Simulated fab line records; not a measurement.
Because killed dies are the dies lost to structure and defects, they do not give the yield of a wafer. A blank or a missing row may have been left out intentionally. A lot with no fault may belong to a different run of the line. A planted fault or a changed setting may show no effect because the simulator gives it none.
fab line records -- flow nandHarc
[record] lots = 4, wafers = 12, lastDay = 33
route steps=1302 shown A_ONON_D1@438 A_CHANNEL_HOLE_D1@450 END@1302
lots with no fault: from the same line, run without faults
startH: hours from the record's opening day to when the first of the lot's shown wafers began -- waitH: hours elapsed since this lot's preceding step -- " unchanged from the row above -- L1.1+2: a single row standing in for several wafers -- - no value, or no start was given -- * or withheld: withheld -- < > ~ a bound
route shown NAME@n: names a module that has steps shown in the file, with the first one's number in the route -- usual: average and standard deviation across the fault-free wafers -- same: alike in all rows -- chamber/n: place in a boat -- sites: readings site by site -- _std_site: standard deviation across them -- _edge_site: the outer-site mean with the inner-site mean subtracted -- radiusMm: for every site, how far away it sits from the centre of the wafer -- mask NAME#n: copy n -- behind: the tool/chamber that last shaped the wafer -- hold: the reason the lot was held/the length of the hold in hours/how it ended -- device: whichever transistor did not switch (one of n, p or np) -- end of line: the route-end tests of the same wafers -- a step without rows: its recipe alone -- killed: dies that structure and defects cost at the first sort, which is not the same as the wafer's yield -- map: per-die view of a wafer (x killed, . not killed, _ where there is no die)
set.NAME: the setting the step ran with; set.NAME@STEP: the setting that earlier step ran with -- model.NAME: the simulator's own value behind a step, which no gauge read
certain route steps with their lots: each step a table, each wafer a row
services: from which hour (startH, from the record's first day; less than 0 if before it) a tool's chamber was out of use, for how many hours, and why
[[steps]]
[step NHARC_A_ONON_D1_DEP_19]
[recipe] targetThkA = 10000, n2FlowSccm = 2750, n2oFlowSccm = 2000, nh3FlowSccm = 500, sih4FlowSccm = 210, tempC = 400
[step NHARC_A_ONON_D1_DEP_22]
[recipe] targetThkA = 10000, n2FlowSccm = 2750, n2oFlowSccm = 2000, nh3FlowSccm = 500, sih4FlowSccm = 210, tempC = 400
[step NHARC_A_ONON_D1_DEP_25]
[recipe] targetThkA = 10000, n2FlowSccm = 2750, n2oFlowSccm = 2000, nh3FlowSccm = 500, sih4FlowSccm = 210, tempC = 400
[step NHARC_A_ONON_D1_DEP_28]
[recipe] targetThkA = 10000, n2FlowSccm = 2750, n2oFlowSccm = 2000, nh3FlowSccm = 500, sih4FlowSccm = 210, tempC = 400
[step NHARC_A_ONON_D1_DEP_33]
[recipe] targetThkA = 2000, tempC = 400, pressureTorr = 6.5, rfW = 900, teosFlowSccm = 161.4, flowSccm = 2650, targetThkNm = 200, gas = O2, material = SiO2
[step NHARC_A_CHANNEL_HOLE_D1_DEP_00]
[recipe] targetThkA = 31000, tempC = 400, material = aC
[usual] throttleValvePct = 34.998/0.0086
lot.wafer,tool,chamber,startH,waitH,throttleValvePct
L924.1,aclDep-03,0,215.70,0.1,35.005
L924.2,aclDep-03,0,215.70,0.1,34.987
L924.3,aclDep-03,0,215.70,0.1,35.004
L925.1,aclDep-03,0,222.89,0.5,34.995
L925.2,aclDep-03,0,222.89,0.5,34.991
L925.5,aclDep-03,0,222.89,0.5,35.001
L939.1,aclDep-01,0,365.43,0.1,35.003
L939.2,aclDep-01,0,365.43,0.1,35.006
L939.4,aclDep-01,0,365.43,0.1,35.006
L941.2,aclDep-03,0,382.42,3.2,35.006
L941.3,aclDep-03,0,382.42,3.2,35.005
L941.6,aclDep-03,0,382.42,3.2,34.999
[step NHARC_A_CHANNEL_HOLE_D1_DEP_01]
[recipe] targetThkA = 1400, targetThkNm = 140, tempC = 400, pressureTorr = 3.5, flowSccm = 200, rfW = 350, material = SiON
[step NHARC_A_CHANNEL_HOLE_D1_DEHYDRATE_02]
[recipe] tempC = 150, timeS = 120
[step NHARC_A_CHANNEL_HOLE_D1_HMDS_03]
[recipe] timeS = 30
[step NHARC_A_CHANNEL_HOLE_D1_COAT_36]
[recipe] tempC = 260, timeS = 75
[step NHARC_A_CHANNEL_HOLE_D1_COAT_37]
[recipe] tempC = 225, timeS = 65
[step NHARC_A_CHANNEL_HOLE_D1_COAT_04]
[recipe] spinRpm = 1500, resistThkNm = 90
[step NHARC_A_CHANNEL_HOLE_D1_SOFTBAKE_05]
[recipe] tempC = 105, timeS = 55
[step NHARC_A_CHANNEL_HOLE_D1_EBR_06]
[step NHARC_A_CHANNEL_HOLE_D1_EXPOSE_07]
[recipe] na = 1.35, targetCdNm = 100, sigmaOuter = 0.3, doseMj = 59.65, maskId = HOLE_D1
[step NHARC_A_CHANNEL_HOLE_D1_PEB_08]
[recipe] pebTempC = 100, pebTimeS = 65
[step NHARC_A_CHANNEL_HOLE_D1_DEVELOP_09]
[recipe] developTimeS = 35, devTempC = 23
[step NHARC_A_CHANNEL_HOLE_D1_INSPECT_12]
[usual] rawDefectCount = 4.9/2.6
lot.wafer,tool,chamber,startH,waitH,rawDefectCount
L924.1,defectInspect-02,-,218.47,0.0,342
L924.2,defectInspect-02,-,218.47,0.0,307
L924.3,defectInspect-02,-,218.47,0.0,365
L925.1,defectInspect-02,-,225.66,0.0,331
L925.2,defectInspect-02,-,225.66,0.0,319
L925.5,defectInspect-02,-,225.66,0.0,330
L939.1,defectInspect-02,-,368.21,0.0,5
L939.2,defectInspect-02,-,368.21,0.0,3
L939.4,defectInspect-02,-,368.21,0.0,6
L941.2,defectInspect-02,-,384.89,0.0,3
L941.3,defectInspect-02,-,384.89,0.0,5
L941.6,defectInspect-02,-,384.89,0.0,3
[step NHARC_A_CHANNEL_HOLE_D1_DESCUM_15]
[recipe] timeS = 3, o2FlowSccm = 200, arFlowSccm = 0, biasPowerW = 0, chemistry = O2
[step NHARC_A_CHANNEL_HOLE_D1_ETCH_38]
[recipe] targetDepthA = 390, overEtchFrac = 0.3, timeS = 65, ionEnergyEv = 80, cf4FlowSccm = 150, arFlowSccm = 0, rfW = 300, biasW = 100, chemistry = CF4
[step NHARC_A_CHANNEL_HOLE_D1_ETCH_39]
[recipe] targetDepthA = 2600, overEtchFrac = 0.3, timeS = 325, ionEnergyEv = 200, n2FlowSccm = 150, h2FlowSccm = 150, arFlowSccm = 0, rfW = 400, biasW = 150, chemistry = N2/H2
[step NHARC_A_CHANNEL_HOLE_D1_ETCH_34]
[recipe] targetDepthA = 1540, timeS = 77, cf4FlowSccm = 100, chf3FlowSccm = 30, arFlowSccm = 0, rfW = 500, biasW = 200, chemistry = CF4/CHF3
[step NHARC_A_CHANNEL_HOLE_D1_ETCH_16]
[recipe] targetDepthA = 31000, overEtchFrac = 0.3, timeS = 806, ionEnergyEv = 150, o2FlowSccm = 400, cosFlowSccm = 20, arFlowSccm = 0, rfW = 500, biasW = 300, chemistry = O2/COS
[step NHARC_A_CHANNEL_HOLE_D1_ETCH_19]
[recipe] biasV = 1200, sourceW = 2500, pressureMtorr = 15, timeS = 34.5, arFlowSccm = 375, c4f8FlowSccm = 28.8, o2FlowSccm = 96.2, tempC = -20, targetDepthA = *, chemistry = C4F8/O2/Ar
[step NHARC_A_CHANNEL_HOLE_D1_ETCH_20]
[recipe] biasV = 3000, sourceW = withheld, pressureMtorr = 20, timeS = 361.9, arFlowSccm = 375, c4f8FlowSccm = 89.3, o2FlowSccm = 35.7, tempC = -20, targetDepthA = 16000, chemistry = C4F8/O2/Ar
[step NHARC_A_CHANNEL_HOLE_D1_ETCH_21]
[recipe] biasV = 3000, sourceW = withheld, pressureMtorr = 20, timeS = 514.3, arFlowSccm = 375, c4f8FlowSccm = 89.3, o2FlowSccm = 35.7, tempC = -20, targetDepthA = 16000, chemistry = C4F8/O2/Ar
[step NHARC_A_CHANNEL_HOLE_D1_ETCH_22]
[recipe] biasV = 3000, sourceW = withheld, pressureMtorr = 20, timeS = 666.7, arFlowSccm = 375, c4f8FlowSccm = 89.3, o2FlowSccm = 35.7, tempC = -20, targetDepthA = 16000, chemistry = C4F8/O2/Ar
[step NHARC_A_CHANNEL_HOLE_D1_ETCH_23]
[recipe] biasV = 5000, sourceW = withheld, pressureMtorr = 20, timeS = 819, arFlowSccm = 375, c4f8FlowSccm = 89.3, o2FlowSccm = 35.7, tempC = -20, targetDepthA = 16000, chemistry = C4F8/O2/Ar
[step NHARC_A_CHANNEL_HOLE_D1_ETCH_24]
[recipe] biasV = 5000, sourceW = withheld, pressureMtorr = 20, timeS = 906.2, arFlowSccm = 375, c4f8FlowSccm = 93.8, o2FlowSccm = 31.2, tempC = -20, targetDepthA = 15000, chemistry = C4F8/O2/Ar
[step NHARC_A_CHANNEL_HOLE_D1_ETCH_25]
[recipe] biasV = 5000, sourceW = withheld, pressureMtorr = 20, timeS = 1040.2, arFlowSccm = 375, c4f8FlowSccm = 93.8, o2FlowSccm = 31.2, tempC = -20, targetDepthA = 15000, chemistry = C4F8/O2/Ar
[step NHARC_A_CHANNEL_HOLE_D1_ETCH_26]
[recipe] biasV = 300, sourceW = 2000, pressureMtorr = 30, timeS = 224.1, arFlowSccm = 375, c4f8FlowSccm = 11.4, o2FlowSccm = 113.6, tempC = -20, targetDepthA = 3000, chemistry = C4F8/O2/Ar
[step NHARC_A_CHANNEL_HOLE_D1_ETCH_33]
[recipe] biasV = 400, sourceW = 2000, pressureMtorr = 25, timeS = 90, arFlowSccm = 375, c4f8FlowSccm = 41.7, o2FlowSccm = 83.3, tempC = -20, targetDepthA = 4000, chemistry = C4F8/O2/Ar
[step NHARC_A_CHANNEL_HOLE_D1_INSPECT_40]
[usual] rawDefectCount = 79/29
lot.wafer,tool,chamber,startH,waitH,rawDefectCount
L924.1,defectInspect-02,-,225.39,-,414
L924.2,defectInspect-02,-,225.39,-,397
L924.3,defectInspect-02,-,225.39,-,427
L925.1,defectInspect-02,-,234.63,-,406
L925.2,defectInspect-02,-,234.63,-,375
L925.5,defectInspect-02,-,234.63,-,389
L939.1,defectInspect-02,-,377.70,-,75
L939.2,defectInspect-02,-,377.70,-,105
L939.4,defectInspect-02,-,377.70,-,100
L941.2,defectInspect-02,-,398.28,-,66
L941.3,defectInspect-02,-,398.28,-,82
L941.6,defectInspect-02,-,398.28,-,42
[step NHARC_END_SORT_01]
[recipe] tempC = 25
[usual] killedAtArray = 55/17, killedAtOther = 0.9/1.2, killedAtPeriphery = 3.7/2.5, killedDies = 59/18, killedOpen = 3.4/1.9, killedShort = 2.6/1.6
[same] grossDies = 677
lot.wafer,tool,chamber,startH,waitH,killedAtArray,killedAtOther,killedAtPeriphery,killedDies,killedOpen,killedShort
L925.1,prober-01,0,623.79,2.5,95,0,1,96,3,3
L925.2,prober-01,0,624.60,2.8,84,0,2,86,2,1
L925.5,prober-01,0,627.02,3.7,82,0,1,83,4,1
L924.1,prober-02,0,635.81,2.5,103,0,6,109,7,3
L924.2,prober-02,0,636.60,2.8,107,0,3,110,4,1
L924.3,prober-02,0,637.40,3.1,107,0,0,107,1,0
L939.1,prober-02,0,743.96,2.5,78,0,2,80,7,2
L939.2,prober-02,0,744.76,2.8,77,1,2,80,5,1
L939.4,prober-02,0,746.37,3.4,84,1,0,85,3,2
L941.2,prober-02,0,779.63,2.8,36,2,4,42,2,4
L941.3,prober-02,0,780.43,3.1,29,0,3,32,3,1
L941.6,prober-02,0,782.81,4.0,32,1,1,34,4,1
// killed by level:class
L925.1 A_CHANNEL_HOLE_D1:unspecified=75 A_CHANNEL_HOLE_D2:chamberFilmFlake=7 A_CONTACT:chamberFilmFlake=3 A_CHANNEL_HOLE_D1:geometricParticle:short=2 A_CHANNEL_HOLE_D1:geometricParticle:open=1 A_CHANNEL_FILL_D1:geometricParticle:short=1 A_STAIRCASE:geometricParticle:open=1 A_CONTACT:geometricParticle:open=1
L925.2 A_CHANNEL_HOLE_D1:unspecified=78 A_CHANNEL_HOLE_D2:chamberFilmFlake=2 P_M2:geometricParticle:open=1 A_CHANNEL_HOLE_D2:geometricParticle:short=1 A_M0:geometricParticle:open=1 P_STI:chamberFilmFlake=1 A_DECK1_JOINT:chamberFilmFlake=1 A_STAIRCASE:chamberFilmFlake=1
L925.5 A_CHANNEL_HOLE_D1:unspecified=69 A_CHANNEL_HOLE_D2:chamberFilmFlake=6 A_CHANNEL_HOLE_D1:chamberFilmFlake=2 P_GATE:geometricParticle:open=1 A_CHANNEL_FILL_D1:geometricParticle:open=1 A_CHANNEL_FILL_D1:geometricParticle:short=1 A_ONON_D2:geometricParticle:open=1 A_M1:geometricParticle:open=1
L924.1 A_CHANNEL_HOLE_D1:unspecified=64 A_SLIT:chamberFilmFlake=12 A_CHANNEL_HOLE_D2:chamberFilmFlake=10 A_CHANNEL_HOLE_D1:chamberFilmFlake=7 P_CONTACT:geometricParticle:open=4 A_CONTACT:chamberFilmFlake=3 A_CHANNEL_FILL_D2:geometricParticle:open=2 A_ONON_D1:geometricParticle:short=1
L924.2 A_CHANNEL_HOLE_D1:unspecified=59 A_SLIT:chamberFilmFlake=18 A_CHANNEL_HOLE_D1:chamberFilmFlake=16 A_STAIRCASE:chamberFilmFlake=7 A_CONTACT:chamberFilmFlake=2 P_CONTACT:geometricParticle:short=1 P_CONTACT:geometricParticle:open=1 P_M1:geometricParticle:open=1
L924.3 A_CHANNEL_HOLE_D1:unspecified=62 A_CHANNEL_HOLE_D1:chamberFilmFlake=16 A_SLIT:chamberFilmFlake=9 A_STAIRCASE:chamberFilmFlake=8 A_CHANNEL_HOLE_D2:chamberFilmFlake=4 A_CONTACT:chamberFilmFlake=4 A_DECK1_JOINT:chamberFilmFlake=2 A_BLC:geometricParticle:open=1
L939.1 A_CHANNEL_HOLE_D1:chamberFilmFlake=30 A_SLIT:chamberFilmFlake=24 A_STAIRCASE:chamberFilmFlake=5 A_WL_FILL:chamberFilmFlake=4 A_CONTACT:chamberFilmFlake=4 A_CHANNEL_FILL_D1:geometricParticle:open=2 A_DECK1_JOINT:chamberFilmFlake=2 P_CONTACT:geometricParticle:open=1
L939.2 A_CHANNEL_HOLE_D1:chamberFilmFlake=34 A_SLIT:chamberFilmFlake=17 A_STAIRCASE:chamberFilmFlake=10 A_CONTACT:chamberFilmFlake=10 A_WL_FILL:chamberFilmFlake=2 P_M0:geometricParticle:open=1 P_M1:geometricParticle:short=1 A_ONON_D1:geometricParticle:open=1
L939.4 A_CHANNEL_HOLE_D1:chamberFilmFlake=38 A_SLIT:chamberFilmFlake=20 A_STAIRCASE:chamberFilmFlake=12 A_CONTACT:chamberFilmFlake=4 A_DECK1_JOINT:chamberFilmFlake=2 A_DECK1_JOINT:geometricParticle:short=1 A_ONON_D2:geometricParticle:open=1 A_CHANNEL_FILL_D2:geometricParticle:open=1
L941.2 A_SLIT:chamberFilmFlake=11 A_CHANNEL_HOLE_D1:chamberFilmFlake=8 A_CONTACT:chamberFilmFlake=6 A_DECK1_JOINT:chamberFilmFlake=3 A_ONON_D2:geometricParticle:short=2 P_M1:chamberFilmFlake=2 P_CONTACT:geometricParticle:short=1 A_CHANNEL_FILL_D1:geometricParticle:short=1
L941.3 A_CHANNEL_HOLE_D1:chamberFilmFlake=9 A_SLIT:chamberFilmFlake=6 A_DECK1_JOINT:chamberFilmFlake=3 A_CHANNEL_HOLE_D2:chamberFilmFlake=3 P_M1:chamberFilmFlake=2 A_CONTACT:chamberFilmFlake=2 P_M0:geometricParticle:open=1 A_CHANNEL_FILL_D1:geometricParticle:open=1
L941.6 A_CHANNEL_HOLE_D1:chamberFilmFlake=10 A_SLIT:chamberFilmFlake=10 A_CONTACT:chamberFilmFlake=4 A_CHANNEL_FILL_D2:chamberFilmFlake=2 P_CONTACT:geometricParticle:short=1 A_ONON_D1:geometricParticle:open=1 A_ONON_D2:geometricParticle:open=1 A_BLC:geometricParticle:open=1
[[services]]
tool,chamber,startH,hours,kind
aclDep-01,-,262.39,0.1,repair
aclDep-03,-,299.27,13.0,pm
aclDep-01,-,367.34,13.0,pm
[[key]]
[firstSign] step = NHARC_A_CHANNEL_HOLE_D1_INSPECT_12, reading = rawDefectCount, direction = up, sigmas = 99+, usual = 4.9, struck = 332.3
[effect] step = NHARC_A_CHANNEL_HOLE_D1_INSPECT_40, reading = rawDefectCount, direction = up, sigmas = 11, usual = 79, struck = 401
[effect] step = NHARC_END_SORT_01, reading = killedAtArray, direction = up, sigmas = 2.4, usual = 55, struck = 96
[moreKillsBornAt] NHARC_A_CHANNEL_HOLE_D1_DEP_00@aclDep-03 = 407
metAt NHARC_A_CHANNEL_HOLE_D1_DEP_00
struckWafers L924.1,L924.2,L924.3,L925.1,L925.2,L925.5
testerLeftOut L924,L925
[fault] kind = chamberParticleSource, tool = aclDep-03, chamber = -, onsetH = 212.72, steps = NHARC_A_CHANNEL_HOLE_D1_DEP_00, ratePerVisitCm2 = 0.51515, endH = 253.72
// testerLeftOut: of these lots the tester's yield and bins aren't shown, on N5 and GAA mostly nor the transistor test; their killed dies are dies lost to structure and defects alone, not to doping, threshold or leakage, so they don't give the yield
